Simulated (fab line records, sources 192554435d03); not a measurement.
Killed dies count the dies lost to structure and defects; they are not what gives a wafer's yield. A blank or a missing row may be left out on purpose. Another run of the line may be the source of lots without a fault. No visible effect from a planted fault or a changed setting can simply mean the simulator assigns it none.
A single fault, viewed from 2 desks | flow n5Finfet | each desk has only its own numbers; what lay behind them comes last

== THE TOOL OWNER'S DESK: rieDiel-04 ==
The tool's own readings at N5_BEOL_M0_SAQP_HM_OPEN_112 (chemistry CHF3/O2, target SiO2, stops on a-Si, target depth 12 nm, time 13.5 s): means of the sampled wafers that have a number, for each lot that ran on this tool. Any lot whose mean is over 4 standard deviations away from the usual mean is out of limits and marked OUT; that distance is given in the brackets.
Columns: A = drypumpMotorCurrentA at N5_BEOL_M0_SAQP_HM_OPEN_112, usual 5.6 A; B = oes_f_703_au at N5_BEOL_M0_SAQP_HM_OPEN_112, usual 0.81 a.u.; C = oesProductAu at N5_BEOL_M0_SAQP_HM_OPEN_112, usual 0.53 a.u.; D = rfVppV at N5_BEOL_M0_SAQP_HM_OPEN_112, usual 526 V; E = showerheadPlenumPTorr at N5_BEOL_M0_SAQP_HM_OPEN_112, usual 2.44 Torr; F = throttleValvePct at N5_BEOL_M0_SAQP_HM_OPEN_112, usual 18.78 %
lot  | first seen here | A   | B    | C    | D   | E    | F
L122 | day 6 10:12     | 5.8 | 0.82 | 0.53 | 524 | 2.45 | 18.77
L125 | day 6 17:27     | 5.8 | 0.84 | 0.56 | 530 | 2.45 | 18.84
L126 | day 7 02:45     | 5.7 | 0.86 | 0.55 | 521 | 2.41 | 18.67
L127 | day 7 04:52     | 5.6 | 0.89 | 0.59 | 533 | 2.43 | 18.78
Result from this desk: across the 4 lots, nothing is out of limits.

== FROM THE METROLOGY DESK ==
Lot by lot, what the gauges showed, no matter which tool ran the lot: averages of those sampled wafers that carry a number. Any lot whose mean is over 4 standard deviations away from the usual mean is out of limits and marked OUT; that distance is given in the brackets. Of its 10 readings 7 are shown: those that lie furthest out on some lot.
Columns: A = DIBL_N at N5_BEOL_M4_RC_MEAS_101, usual 35.7 mV/V; B = IOFF_N at N5_BEOL_M4_RC_MEAS_101, usual 0.155 nA/um; C = IOFF_P at N5_BEOL_M4_RC_MEAS_101, usual 0.20 nA/um; D = ION_P at N5_BEOL_M4_RC_MEAS_101, usual 462 uA/um; E = SS_N at N5_BEOL_M4_RC_MEAS_101, usual 71.3 mV/dec; F = VT_N at N5_BEOL_M4_RC_MEAS_101, usual 250 mV; G = VT_P at N5_BEOL_M4_RC_MEAS_101, usual -251 mV
lot  | first seen here | A    | B     | C    | D   | E    | F   | G
L122 | day 9 02:17     | 35.5 | 0.162 | 0.23 | 468 | 71.5 | 249 | -247
L125 | day 9 06:34     | 36.2 | 0.171 | 0.20 | 454 | 71.7 | 249 | -251
L126 | day 10 00:33    | 33.7 | 0.135 | 0.18 | 467 | 70.6 | 250 | -250
L127 | day 10 01:38    | 35.1 | 0.133 | 0.18 | 461 | 71.6 | 253 | -255
L141 | day 13 23:56    | 35.2 | 0.166 | 0.23 | 466 | 71.4 | 248 | -248
Result from this desk: across the 5 lots, nothing is out of limits.

== ALL TOGETHER ==
The tool owner's desk saw nothing out of limits.
Metrology desk: nothing out of limits seen.

== WHAT HAD BEEN PUT IN BY THE SIMULATOR ==
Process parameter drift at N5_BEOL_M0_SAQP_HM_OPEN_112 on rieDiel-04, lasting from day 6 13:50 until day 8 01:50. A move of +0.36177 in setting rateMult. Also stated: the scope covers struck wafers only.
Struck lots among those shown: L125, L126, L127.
